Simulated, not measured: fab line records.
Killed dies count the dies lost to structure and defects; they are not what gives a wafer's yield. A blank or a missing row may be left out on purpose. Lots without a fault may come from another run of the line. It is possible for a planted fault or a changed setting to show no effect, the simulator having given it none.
Comparing a struck lot with a sound one | flow n5Finfet | 16 steps out of a route of 1938
Sound: the wafers L231.1, L231.5, L231.6. Wafers struck: L228.2, L228.3, L228.5. The cause comes at the end.
For every step that has rows: the tool of each side, followed by ch and its chambers, followed by its first start. Under that, the readings that differ: sound wafers | struck wafers | difference of the means | sigmas: that difference in standard deviations of wafers without a fault.
alike: readings with means less than 2 such deviations apart, plus words and numbers identical on both sides. not compared: withheld readings, readings lacking a value on some wafer, bounds such as >300 that could conceal the same value, and numbers that have no deviation in the record and whose values overlap.
A row with sigmas, a row that says differs or no value, or rows on one side alone: a step with any of these is where the two part. Non-overlapping numbers with no deviation appear without sigmas and do not part them. A reading that every wafer of one side lacks parts them only if that side has two wafers or more.

first, 1 step without rows for these wafers: N5_BEOL_M3_PRE_CLEAN_45 (time 30 s).
N5_BEOL_M3_ALD_84: deposits TaN, pulse time 2 s, purge time 3 s, co reactant purge time 2 s.
  sound on aldMetal-01 ch 0,1, day 11 14:04; struck on aldMetal-01 ch 0,1,2, day 10 16:47
  alike: heaterPowerW
then, 4 steps without rows for these wafers: N5_BEOL_M3_SURFACE_TREAT_85; N5_BEOL_M3_CVD_47 (deposits Co from CCTBA/H2, target thk 3 nm, time 223.8 s); N5_BEOL_M3_SPUTTER_48 (material Cu, target thk 4.5 nm, time 8.29 s); N5_BEOL_M3_ANNEAL_49 (time 240 s).
N5_BEOL_M3_SPUTTER_79: material Cu, target thk 4.5 nm, time 8.29 s.
  sound on pvdSputter-01 at day 11 15:03; struck on pvdSputter-02 at day 10 17:41
  alike: chamberPressurePa, chuckGasFlowSccm, chuckSensorTempC, throttleValvePct
then, 2 steps without rows for these wafers: N5_BEOL_M3_ANNEAL_80 (time 240 s); N5_BEOL_M3_SPUTTER_81 (material Cu, target thk 4.5 nm, time 8.29 s).
N5_BEOL_M3_ANNEAL_82: time 240 s.
  sound on pvdSputter-01 at day 11 15:21; struck on pvdSputter-02 at day 10 17:59
  alike: heaterPowerW, susceptor_temp_C_max
N5_BEOL_M3_SPUTTER_86: material Cu, target thk 4.5 nm, time 8.29 s.
  sound on pvdSputter-01 at day 11 15:29; struck on pvdSputter-02 at day 10 18:07
  alike: chamberPressurePa, chuckGasFlowSccm, chuckSensorTempC, throttleValvePct
N5_BEOL_M3_ANNEAL_87: time 240 s.
  sound on pvdSputter-01 at day 11 15:34; struck on pvdSputter-02 at day 10 18:12
  alike: heaterPowerW, susceptor_temp_C_max
N5_BEOL_M3_SPUTTER_88: material Cu, target thk 4.5 nm, time 8.29 s.
  sound on pvdSputter-01 at day 11 15:43; struck on pvdSputter-02 at day 10 18:20
  no value came back on the struck wafers for chamberPressurePa (Pa), chuckGasFlowSccm (sccm), chuckSensorTempC (C), throttleValvePct (%); on the sound wafers chamberPressurePa (Pa) reads 0.06979 0.06988 0.07001
then, 1 step without rows for these wafers: N5_BEOL_M3_ANNEAL_89 (time 240 s).
N5_BEOL_M4_RC_MEAS_101:
  sound on prober-02 ch 0, day 12 04:53; struck on prober-02 ch 0, day 11 07:40
  alike: DIBL_N, DIBL_P, IOFF_N, IOFF_P, ION_N, ION_P, SS_N, SS_P, VT_N, VT_P
-- the record jumps here: 4 days lie between the struck wafers' starts before and after (it left off in module BEOL_M4 and takes up again in module PASSIVATION, whose first step shown is number 1936 of the route) --
N5_PASSIVATION_PROBE_49:
  record: rows for the struck wafers here (prober-02, day 15 15:14), none for the sound ones

WHERE THEY PART
Last at N5_PASSIVATION_PROBE_49 as far as this record goes, first at N5_BEOL_M3_SPUTTER_88.

WHY: the cause the simulator had injected
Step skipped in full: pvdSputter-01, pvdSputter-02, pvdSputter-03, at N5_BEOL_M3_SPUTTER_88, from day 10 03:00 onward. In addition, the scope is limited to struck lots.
